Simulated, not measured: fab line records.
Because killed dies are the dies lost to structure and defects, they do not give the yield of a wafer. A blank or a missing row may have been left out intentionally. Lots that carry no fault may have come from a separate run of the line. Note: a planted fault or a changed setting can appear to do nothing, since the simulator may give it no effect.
fab line records	flow nandHarc
record lots=7	wafers=21	lastDay=24
route steps=1159 shown A_WL_FILL@816 END@1159
lots with no fault: from the same line, run without faults
startH: start of the lot's first displayed wafer, in hours after the record's first day	waitH: hours elapsed since this lot's preceding step	" identical to the entry in the row above	L1.1+2: one row covering several wafers at once	- value missing, or start not given	* or withheld: withheld	< > ~ a bound
route shown NAME@n: a module of which the file shows steps, and the number in the route of the first	usual: mean/standard deviation of fault-free wafers	same: alike in all rows	chamber/n: place in a boat	sites: per-site readings	_std_site: the values' standard deviation	_edge_site: outer sites' mean less inner sites'	radiusMm: how far each site lies from the wafer's centre	mask NAME#n: copy n	behind: tool/chamber where the wafer was last shaped	hold: cause of the lot's hold/its duration in hours/its outcome	device: transistor that didn't switch, given as n, p or np	end of line: the route-end tests of the same wafers	a step without rows: its recipe alone	killed: dies that structure and defects cost at the first sort, which is not the same as the wafer's yield	map: shows each die of a wafer: x if killed, . if not, _ if none is there
set.NAME: the setting that was run; set.NAME@STEP: the one run at that earlier step	model.NAME: the simulator's own value behind a step, which no gauge read
lots at some steps of the route; a table a step, a row a wafer
services: when a tool's chamber went out of use (startH, in hours from the record's first day, below 0 if earlier), for how many hours, and the reason
## steps
# step NHARC_A_WL_FILL_STRIP_27
# recipe powerW=1500	tempC=250	timeS=20	chemistry=N2/H2
# usual drypumpMotorCurrentA=5.81/0.27	heaterPowerW=326/38
# same timeS=20
lot.wafer	tool	chamber	startH	waitH	drypumpMotorCurrentA	heaterPowerW	rfHoursCounterH
L622.4	plasmaAsher-01	1	337.76	0.1	6.22	269	-
L622.6	"	1	"	"	6.20	269	-
L622.5	"	0	"	"	5.52	369	-
L625.1	plasmaAsher-01	0	341.65	0.1	5.50	377	17
L625.4	"	0	"	"	5.48	378	-
L625.6	"	0	"	"	5.48	375	-
L623.1	plasmaAsher-01	1	344.92	0.2	6.17	270	18
L623.4	"	1	"	"	6.19	267	-
L623.6	"	1	"	"	6.19	273	-
L631.2	plasmaAsher-02	1	397.91	0.1	5.62	320	10
L631.3	"	0	"	"	5.98	340	-
L631.4	"	1	"	"	5.62	326	-
L638.2	plasmaAsher-02	1	443.49	0.3	5.59	324	25
L638.3	"	1	"	"	5.59	324	-
L638.6	"	1	"	"	5.61	320	-
L639.2	plasmaAsher-02	1	443.91	0.3	5.63	327	26
L639.5	"	0	"	"	5.96	340	-
L639.6	"	1	"	"	5.61	324	-
L643.1	plasmaAsher-02	1	475.69	0.1	5.58	322	45
L643.2	"	0	"	"	5.94	333	45
L643.4	"	0	"	"	5.95	335	-
# step NHARC_A_WL_FILL_STRIP_28
# recipe timeS=1200	tempC=72.5	chemistry=postEtchResidueRemover
# step NHARC_A_WL_FILL_PRECLEAN_06
# recipe timeS=300	chemistry=DIW
# step NHARC_A_WL_FILL_SRD_07
# step NHARC_A_WL_FILL_ANNEAL_08
# recipe tempC=450	timeS=1800
# step NHARC_A_WL_FILL_ALD_10
# recipe targetThkA=500	pulseTimeS=10	aldCycles=500	tempC=300	material=SiO2
# usual heaterPowerW=456/35	precursorPulseHeightRel=0.999/0.022
lot.wafer	tool	chamber	startH	waitH	heaterPowerW	precursorPulseHeightRel	sinceWetCleanH
L622.4	aldHk-01	3	343.77	0.1	413	1.012	105
L622.5	"	3	347.78	4.1	416	0.969	-
L622.6	"	0	348.79	5.1	474	0.994	-
L625.1	aldHk-02	0	346.86	0.1	495	0.992	54
L625.4	"	1	"	"	429	0.975	55
L625.6	"	1	349.40	2.6	433	0.988	-
L623.4	aldHk-04	2	351.16	1.1	470	1.007	149
L623.1	"	0	353.22	3.2	475	1.012	151
L623.6	"	1	354.26	4.2	431	1.026	-
L631.4	aldHk-02	1	402.20	0.0	433	1.011	109
L631.2	"	2	"	"	500	0.963	110
L631.3	"	0	403.73	1.6	480	1.045	111
L638.3	aldHk-01	3	448.87	0.2	441	1.004	32
L638.2	"	0	"	"	498	0.982	32
L638.6	"	0	451.44	2.8	500	0.963	-
L639.2	aldHk-01	2	453.51	4.9	415	1.003	36
L639.6	"	3	"	"	434	0.998	-
L639.5	"	0	"	"	500	0.998	-
L643.2	aldHk-01	3	478.57	0.1	442	0.988	61
L643.4	"	0	"	"	494	1.007	62
L643.1	"	2	480.11	1.6	433	1.020	63
# step NHARC_A_WL_FILL_ETCHBACK_16
# recipe targetDepthA=880	timeS=17.6	c4f8FlowSccm=withheld	o2FlowSccm=8	arFlowSccm=withheld	rfW=600	biasW=800	chemistry=C4F8/O2/Ar
# usual oesProductAu=0.991/0.024	rfVppV=723/4.5
# same timeS=17.6
lot.wafer	tool	chamber	startH	waitH	oesProductAu	rfHoursCounterH	rfVppV
L622.4	rieDiel-09	1	-	-	0.989	8	730
L622.6	"	2	"	"	1.013	-	719
L622.5	"	3	"	"	0.989	-	727
L625.4	rieDiel-13	3	-	-	0.992	2	726
L625.1	"	1	"	"	0.981	2	725
L625.6	"	3	"	"	0.982	-	726
L623.1	rieDiel-09	0	-	-	1.000	3	720
L623.4	"	2	"	"	1.022	8	720
L623.6	"	0	"	"	0.995	-	719
L631.3	rieDiel-06	2	-	-	1.000	6	717
L631.4	"	3	"	"	0.995	5	723
L631.2	"	1	"	"	1.006	4	720
L638.2	rieDiel-09	1	-	-	1.015	0	729
L638.3	"	2	"	"	1.009	1	721
L638.6	"	3	"	"	0.992	-	727
L639.2	rieDiel-09	3	-	-	0.981	1	728
L639.5	"	3	"	"	0.981	-	728
L639.6	"	0	"	"	1.003	-	719
L643.4	rieDiel-13	3	-	-	1.007	1	726
L643.2	"	0	"	"	1.015	1	720
L643.1	"	1	"	"	0.994	1	724
# step NHARC_A_WL_FILL_STRIP_29
# recipe timeS=20	o2FlowSccm=500	arFlowSccm=0	biasW=0	chemistry=O2
# usual drypumpMotorCurrentA=5.8/0.42	oesProductAu=1.001/0.011	rfVppV=57.7/0.91	showerheadPlenumPTorr=3.51/0.15	throttleValvePct=17.037/0.0089
# same timeS=20
lot.wafer	tool	chamber	startH	waitH	drypumpMotorCurrentA	oesProductAu	rfHoursCounterH	rfVppV	showerheadPlenumPTorr	throttleValvePct
L622.4	rieDiel-09	2	351.44	0.1	5.7	0.999	8	56.6	3.44	17.031
L622.5	"	2	"	"	5.7	1.021	-	57.1	3.44	17.022
L622.6	"	3	"	"	5.4	0.988	-	58.1	3.69	17.036
L625.1	rieDiel-13	0	351.55	0.1	6.1	0.995	2	58.0	3.40	17.048
L625.4	"	2	"	"	5.9	1.016	2	56.0	3.35	17.036
L625.6	"	0	"	"	6.1	0.995	-	56.2	3.40	17.045
L623.4	rieDiel-09	3	357.97	0.1	5.5	0.989	8	57.7	3.69	17.032
L623.1	"	1	"	"	5.2	0.993	8	57.9	3.77	17.020
L623.6	"	2	"	"	5.8	1.021	-	57.0	3.44	17.032
L631.2	rieDiel-06	3	406.91	0.1	6.6	0.986	5	57.9	3.51	17.036
L631.3	"	0	"	"	5.6	0.980	6	58.5	3.78	17.050
L631.4	"	1	"	"	5.4	0.989	4	57.4	3.39	17.045
L638.3	rieDiel-09	2	453.61	0.1	5.7	1.010	1	57.7	3.44	17.038
L638.2	"	0	"	"	5.7	1.006	1	55.5	3.37	17.041
L638.6	"	2	"	"	5.7	1.008	-	56.9	3.44	17.050
L639.2	rieDiel-09	3	456.71	0.1	5.4	0.988	1	57.8	3.69	17.035
L639.6	"	0	"	"	5.7	1.005	-	56.1	3.37	17.028
L639.5	"	1	"	"	5.2	0.997	-	57.1	3.77	17.034
L643.1	rieDiel-13	2	483.29	0.1	6.0	1.003	1	57.5	3.35	17.035
L643.4	"	3	"	"	6.6	1.016	1	58.7	3.59	17.050
L643.2	"	0	"	"	6.1	1.009	1	59.2	3.40	17.011
# step NHARC_A_WL_FILL_ETCHBACK_17
# recipe targetDepthA=40	timeS=26.7	chemistry=Cl2/BCl3
# usual drypumpMotorCurrentA=5.93/0.24	oesProductAu=1.001/0.0081
# same timeS=26.7
lot.wafer	tool	chamber	startH	waitH	drypumpMotorCurrentA	oesProductAu	rfHoursCounterH
L622.4	rieMetal-02	1	351.59	-	5.43	0.988	-
L622.6	"	0	"	"	6.33	0.998	-
L622.5	"	1	"	"	5.41	1.000	-
L625.1	rieMetal-01	0	351.65	-	5.87	1.015	0.3
L625.4	"	1	"	"	6.02	1.004	-
L625.6	"	0	"	"	5.90	1.002	-
L623.1	rieMetal-03	1	358.08	-	6.02	0.992	2.2
L623.4	"	1	"	"	6.02	0.993	-
L623.6	"	1	"	"	6.03	0.993	-
L631.2	rieMetal-03	0	406.99	-	5.87	1.009	3.6
L631.4	"	0	"	"	5.90	1.007	-
L631.3	"	1	"	"	6.01	1.002	-
L638.2	rieMetal-02	1	453.74	-	5.40	1.001	1.8
L638.3	"	0	"	"	6.35	1.014	-
L638.6	"	1	"	"	5.38	0.996	-
L639.2	rieMetal-01	1	456.80	-	6.03	1.006	3.7
L639.5	"	0	"	"	5.92	1.002	-
L639.6	"	1	"	"	6.03	1.001	-
L643.1	rieMetal-01	1	483.38	-	6.03	0.996	4.7
L643.2	"	0	"	"	5.87	0.989	4.7
L643.4	"	1	"	"	6.04	0.996	-
# step NHARC_A_WL_FILL_PRECLEAN_18
# recipe timeS=30	chemistry=dHF
# step NHARC_A_WL_FILL_SRD_21
# step NHARC_A_WL_FILL_CVD_23
# recipe targetThkA=400	tempC=620	pressureMtorr=200	timeS=800	material=poly-Si
# usual spikeTcUpperC=620.5/1.3	zonePowerCentrePct=9.6/0.68
# same timeS=800
lot.wafer	tool	chamber	startH	waitH	spikeTcUpperC	zonePowerCentrePct
L625.1	lpcvdPoly-02	0	354.16	2.3	621.1	8.7
L625.4	"	0	"	"	619.6	8.9
L625.6	"	0	"	"	621.1	8.8
L622.4	lpcvdPoly-02	0	384.16	32.4	620.6	8.6
L622.5	"	0	"	"	621.1	8.8
L622.6	"	0	"	"	622.0	8.8
L623.1	lpcvdPoly-04	0	390.52	32.3	620.5	10.3
L623.4	"	0	"	"	617.6	10.2
L623.6	"	0	"	"	619.3	10.4
L631.2	lpcvdPoly-02	0	439.63	32.4	620.5	9.0
L631.3	"	0	"	"	621.1	8.7
L631.4	"	0	"	"	621.4	8.7
L638.2	lpcvdPoly-04	0	456.19	2.2	619.6	10.3
L638.3	"	0	"	"	620.0	10.2
L638.6	"	0	"	"	618.5	10.4
L639.2	lpcvdPoly-04	0	459.25	2.3	620.1	10.1
L639.5	"	0	"	"	619.7	10.1
L639.6	"	0	"	"	621.3	10.2
L643.1	lpcvdPoly-02	0	485.98	2.4	620.7	8.8
L643.2	"	0	"	"	620.7	8.9
L643.4	"	0	"	"	619.5	8.7
# step NHARC_A_WL_FILL_ETCHBACK_26
# recipe targetDepthA=520	timeS=13.3	hbrFlowSccm=150	rfW=350	icpW=350	biasW=60	chemistry=HBr
# step NHARC_END_SORT_01
# recipe tempC=25
# usual killedAtArray=26/10	killedAtOther=0.5/0.87	killedAtPeriphery=3.0/2.5	killedDies=29/11	killedOpen=3.3/1.9	killedShort=1.8/1.5
# same grossDies=677
lot.wafer	tool	chamber	startH	waitH	killedAtArray	killedAtOther	killedAtPeriphery	killedDies	killedOpen	killedShort
L622.4	prober-02	0	471.56	3.4	16	1	0	17	1	2
L622.5	prober-02	0	472.36	3.7	9	1	2	12	3	1
L622.6	prober-02	0	473.15	4.0	14	0	4	18	2	5
L623.1	prober-01	0	490.34	2.5	31	0	4	35	4	1
L623.4	prober-01	0	492.74	3.4	26	0	1	27	3	1
L623.6	prober-01	0	494.33	4.0	36	0	6	42	7	2
L631.2	prober-01	0	522.10	2.8	30	0	2	32	5	1
L631.3	prober-01	0	522.89	3.1	26	0	0	26	3	2
L631.4	prober-01	0	523.68	3.4	22	0	1	23	1	1
L638.6	prober-01	0	554.11	4.0	39	0	0	39	4	4
# killed by level:class
L622.4 A_CHANNEL_HOLE_D1:chamberFilmFlake=5 A_CONTACT:chamberFilmFlake=3 A_ZERO_WELL:chamberFilmFlake=2 A_SLIT:chamberFilmFlake=2 A_CHANNEL_FILL_D1:geometricParticle:open=1 A_WL_FILL:geometricParticle:short=1 A_M0:geometricParticle:short=1 A_CHANNEL_FILL_D1:chamberFilmFlake=1
L622.5 A_CHANNEL_HOLE_D1:chamberFilmFlake=3 A_BLC:geometricParticle:open=2 P_M1:geometricParticle:short=1 A_WL_FILL:geometricParticle:open=1 P_ZERO_WELL:chamberFilmFlake=1 A_SLIT:unspecified=1 A_SLIT:chamberFilmFlake=1 A_CONTACT:chamberFilmFlake=1
L622.6 A_ZERO_WELL:chamberFilmFlake=3 A_WL_FILL:geometricParticle:short=2 A_CHANNEL_HOLE_D1:chamberFilmFlake=2 A_CHANNEL_FILL_D1:chamberFilmFlake=2 P_CONTACT:geometricParticle:open=1 A_CHANNEL_FILL_D1:geometricParticle:short=1 A_SLIT:geometricParticle:short=1 A_WL_FILL:geometricParticle:open=1
L623.1 A_CHANNEL_HOLE_D1:chamberFilmFlake=13 A_SLIT:chamberFilmFlake=11 A_CONTACT:chamberFilmFlake=2 P_GATE:geometricParticle:open=1 P_CONTACT:geometricParticle:open=1 P_M2:geometricParticle:open=1 A_CHANNEL_HOLE_D1:geometricParticle:short=1 A_CONTACT:geometricParticle:open=1
L623.4 A_CHANNEL_HOLE_D1:chamberFilmFlake=13 A_SLIT:chamberFilmFlake=6 A_CONTACT:geometricParticle:open=2 A_WL_FILL:chamberFilmFlake=1 A_WL_FILL:geometricParticle:short=1 A_BLC:geometricParticle:open=1 P_ZERO_WELL:chamberFilmFlake=1 A_ZERO_WELL:chamberFilmFlake=1
L623.6 A_CHANNEL_HOLE_D1:chamberFilmFlake=17 A_SLIT:chamberFilmFlake=9 A_ZERO_WELL:chamberFilmFlake=4 P_GATE:geometricParticle:open=2 A_CONTACT:chamberFilmFlake=2 P_STI:geometricParticle:open=1 P_CONTACT:geometricParticle:open=1 P_M0:geometricParticle:open=1
L631.2 A_CHANNEL_HOLE_D1:chamberFilmFlake=7 A_SLIT:chamberFilmFlake=7 A_CONTACT:chamberFilmFlake=7 A_ONON_D1:geometricParticle:open=3 P_CONTACT:geometricParticle:open=1 A_SOURCE_PLATE:geometricParticle:open=1 A_CONTACT:geometricParticle:short=1 P_GATE:chamberFilmFlake=1
L631.3 A_CHANNEL_HOLE_D1:chamberFilmFlake=7 A_SLIT:chamberFilmFlake=7 A_STAIRCASE:chamberFilmFlake=2 A_WL_FILL:geometricParticle:open=2 A_WL_FILL:chamberFilmFlake=2 A_CONTACT:chamberFilmFlake=2 A_ONON_D1:geometricParticle:short=1 A_CHANNEL_FILL_D1:geometricParticle:open=1
L631.4 A_SLIT:chamberFilmFlake=14 A_CHANNEL_HOLE_D1:chamberFilmFlake=3 A_WL_FILL:chamberFilmFlake=2 A_CHANNEL_HOLE_D1:geometricParticle:short=1 A_CHANNEL_FILL_D1:geometricParticle:open=1 P_GATE:chamberFilmFlake=1 A_STAIRCASE:chamberFilmFlake=1
L638.6 A_CHANNEL_HOLE_D1:chamberFilmFlake=24 A_STAIRCASE:chamberFilmFlake=5 A_CONTACT:geometricParticle:short=2 A_CONTACT:geometricParticle:open=2 A_CHANNEL_FILL_D1:geometricParticle:open=1 A_SGD_CUT:geometricParticle:open=1 A_WL_FILL:geometricParticle:short=1 A_M1:geometricParticle:short=1
## services
tool	chamber	startH	hours	kind
lpcvdPoly-04	-	314.00	26.0	pm
rieMetal-01	-	332.00	9.0	pm
rieDiel-09	0	336.78	-	clean
rieDiel-09	1	336.78	-	clean
rieDiel-09	2	336.78	-	clean
rieDiel-09	3	336.78	-	clean
rieDiel-06	0	350.17	4.5	repair
plasmaAsher-02	-	360.00	9.0	pm
rieDiel-09	0	361.28	-	clean
rieDiel-09	1	361.28	-	clean
rieDiel-13	1	368.54	4.2	repair
aldHk-04	-	371.15	10.0	pm
rieDiel-09	-	377.78	1.4	repair
rieMetal-02	-	388.00	9.0	pm
aldHk-01	-	408.20	10.0	pm
rieDiel-06	-	418.20	9.0	pm
plasmaAsher-01	-	444.21	19.7	repair
rieDiel-13	-	453.00	9.0	pm
rieMetal-03	-	453.00	9.0	pm
rieMetal-02	-	455.68	2.1	repair
aldHk-02	-	461.79	10.0	pm
plasmaAsher-01	-	463.95	9.0	pm
rieMetal-01	1	465.39	4.4	repair
rieMetal-02	-	479.07	0.1	repair
## key
firstSign step=NHARC_A_WL_FILL_CVD_23	reading=waitH	direction=changed
effect none on later readings
metAt NHARC_A_WL_FILL_CVD_23
struckWafers L622.4,L622.5,L622.6,L623.1,L623.4,L623.6,L631.2,L631.3,L631.4
testerLeftOut L622,L623,L631
fault kind=queueTimeViolation	tool=lpcvdPoly-02,lpcvdPoly-03,lpcvdPoly-04	chamber=0	onsetH=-	steps=NHARC_A_WL_FILL_CVD_23	delayHr=30	scope=struckLotsOnly
# testerLeftOut: of these lots the tester's yield and bins aren't shown, on N5 and GAA mostly nor the transistor test; their killed dies are dies lost to structure and defects alone, not to doping, threshold or leakage, so they don't give the yield
